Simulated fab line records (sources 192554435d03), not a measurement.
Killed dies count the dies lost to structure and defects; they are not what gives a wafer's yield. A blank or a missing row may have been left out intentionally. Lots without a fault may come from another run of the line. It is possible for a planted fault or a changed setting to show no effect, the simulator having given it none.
Which of the tools did it? / flow n5 finfet / route of 1938 steps, sampled at 1 step: 24 lots, 72 wafers

WHAT THE GAUGES READ, wafer by wafer
N5_MOL_CONTACT_COAG_CD_MEAS_40: the cd target is 25.1 nm. Usual: cd nm 25.06 nm, standard deviation 0.26.
lot=L074; measured=day 5 05:24; on=cd sem-03; cd nm (nm)=24.76 25.12 24.98; flag=
lot=L075; measured=day 5 10:49; on=cd sem-02; cd nm (nm)=25.24 25.44 24.96; flag=
lot=L076; measured=day 6 01:37; on=cd sem-02; cd nm (nm)=25.15 24.97 25.19; flag=
lot=L078; measured=day 6 05:11; on=cd sem-03; cd nm (nm)=24.91 25.03 25.12; flag=
lot=L077; measured=day 6 05:48; on=cd sem-03; cd nm (nm)=25.10 24.81 25.07; flag=
lot=L079; measured=day 6 13:32; on=cd sem-03; cd nm (nm)=24.97 25.12 25.20; flag=
lot=L080; measured=day 6 16:55; on=cd sem-02; cd nm (nm)=24.91 24.95 25.03; flag=
lot=L081; measured=day 6 21:16; on=cd sem-03; cd nm (nm)=25.25 24.96 25.15; flag=
lot=L082; measured=day 7 01:58; on=cd sem-02; cd nm (nm)=24.97 24.74 25.31; flag=
lot=L083; measured=day 7 12:35; on=cd sem-02; cd nm (nm)=24.63 25.07 24.71; flag=
lot=L084; measured=day 7 20:07; on=cd sem-03; cd nm (nm)=25.24 25.00 25.48; flag=
lot=L085; measured=day 8 00:01; on=cd sem-03; cd nm (nm)=25.23 25.12 25.34; flag=
lot=L086; measured=day 8 09:05; on=cd sem-03; cd nm (nm)=24.94 24.94 25.35; flag=
lot=L087; measured=day 8 09:38; on=cd sem-03; cd nm (nm)=25.11 24.78 24.80; flag=
lot=L088; measured=day 8 17:31; on=cd sem-02; cd nm (nm)=25.30 25.13 24.81; flag=
lot=L089; measured=day 8 19:13; on=cd sem-02; cd nm (nm)=25.07 24.82 24.90; flag=
lot=L090; measured=day 9 05:44; on=cd sem-01; cd nm (nm)=26.01 25.52 25.43; flag=
lot=L091; measured=day 9 09:30; on=cd sem-02; cd nm (nm)=24.62 25.02 24.83; flag=
lot=L092; measured=day 9 16:58; on=cd sem-03; cd nm (nm)=25.21 24.74 24.91; flag=
lot=L093; measured=day 9 20:08; on=cd sem-03; cd nm (nm)=24.91 25.11 25.24; flag=
lot=L094; measured=day 10 09:43; on=cd sem-01; cd nm (nm)=24.89 24.88 25.31; flag=
lot=L095; measured=day 10 11:15; on=cd sem-01; cd nm (nm)=24.75 25.38 25.10; flag=
lot=L096; measured=day 10 19:05; on=cd sem-01; cd nm (nm)=25.39 25.16 25.15; flag=
lot=L097; measured=day 11 00:19; on=cd sem-02; cd nm (nm)=25.43 25.39 25.17; flag=

TOOL THAT RAN EACH LOT (tool first, then ch and the chambers of the sampled wafers, then the start)
Before these readings, the record contains no process step.

AS READ BY THE TOOLS THEMSELVES (means over the sampled wafers that have a number; for cases with no such wafer, the mark the record gives instead)
The record holds no such reading with a usual standard deviation.

THE ANSWER, worked out from the rows above alone
Rule: take the mean of a lot's wafers that have a number; if it is more than 3 standard deviations from the usual mean, the lot is off. Also off: a lot with no number at a reading for which 4 or more lots have one. The other lots that the step has rows for count as sound. After the gauges, taken in route order, come the tools' own readings; for these a lot's mean is taken, as printed above. At the first step where some lot is off, the reading lying furthest off is the one used; lots without a number count as furthest.
Across all readings shown, no lot is off: no conclusion can be drawn from this.

WHAT THE SIMULATOR HAD PUT IN
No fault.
